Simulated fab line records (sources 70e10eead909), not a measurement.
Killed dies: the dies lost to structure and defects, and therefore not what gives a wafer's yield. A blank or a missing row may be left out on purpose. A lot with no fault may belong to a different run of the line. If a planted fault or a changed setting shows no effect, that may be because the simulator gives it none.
The same fault as seen by 2 desks ; flow nand-harc ; each desk holds nothing but its own numbers, with what lay behind them at the end

THE DEFECT DESK
Lot by lot, what the route's inspections counted, given as the mean of those sampled wafers with a number. Any lot whose mean is over 4 standard deviations away from the usual mean is out of limits and marked OUT; that distance is given in the brackets.
Columns: A = raw-defect-count at NHARC_A_CONTACT_INSPECT_23, usual 516; B = raw-defect-count at NHARC_A_BLC_INSPECT_28, usual 525
lot;first seen here;A;B
L654;day 21 15:54;435;542
L655;day 21 22:24;451;413
L656;day 22 14:08;444;583
L657;day 23 19:16;420;542
L660;day 24 00:04;515;463
L659;day 24 00:25;574;571
L662;day 25 07:25;645;423
L672;day 28 19:17;489;566
L674;day 30 00:07;581;678
L673;day 30 01:40;530;627
L676;day 30 13:27;512;476
L675;day 30 18:16;585;461
L677;day 31 00:04;523;502
This desk's verdict: no lot among the 13 shows anything out of limits.

TOOL OWNER'S DESK, cmp-04
The tool's own readings at NHARC_A_BLC_CMP_25 (polishes, t overpolish 30 s, target thk 150 nm): means of the sampled wafers that have a number, for each lot that ran on this tool. Any lot whose mean is over 4 standard deviations away from the usual mean is out of limits and marked OUT; that distance is given in the brackets.
Columns: A = motor-current-A at NHARC_A_BLC_CMP_25, usual 11.9 A; B = overpolish-run-s at NHARC_A_BLC_CMP_25, usual 30.000 s; C = slurry-filter-dp-kPa at NHARC_A_BLC_CMP_25, usual 13.51 kPa; D = time-to-endpoint-s at NHARC_A_BLC_CMP_25, usual 30 s
lot;first seen here;A;B;C;D
L660;day 24 03:21;11.4;29.995;13.46;31
L659;day 24 03:41;12.4;30.002;13.58;24
L662;day 25 10:41;13.2;29.992;13.47;23
L672;day 28 22:25;11.3;30.005;13.61;31
L673;day 30 04:47;11.1;30.000;13.61;28
L676;day 30 17:04;12.9;29.995;13.53;26
L675;day 30 21:23;10.6;30.002;13.53;28
L677;day 31 03:21;12.0;29.993;13.65;27
This desk's verdict: no lot among the 8 shows anything out of limits.

TAKEN TOGETHER
The defect desk saw nothing out of limits.
The desk of the tool owner found nothing out of limits.

WHAT HAD BEEN PUT IN BY THE SIMULATOR
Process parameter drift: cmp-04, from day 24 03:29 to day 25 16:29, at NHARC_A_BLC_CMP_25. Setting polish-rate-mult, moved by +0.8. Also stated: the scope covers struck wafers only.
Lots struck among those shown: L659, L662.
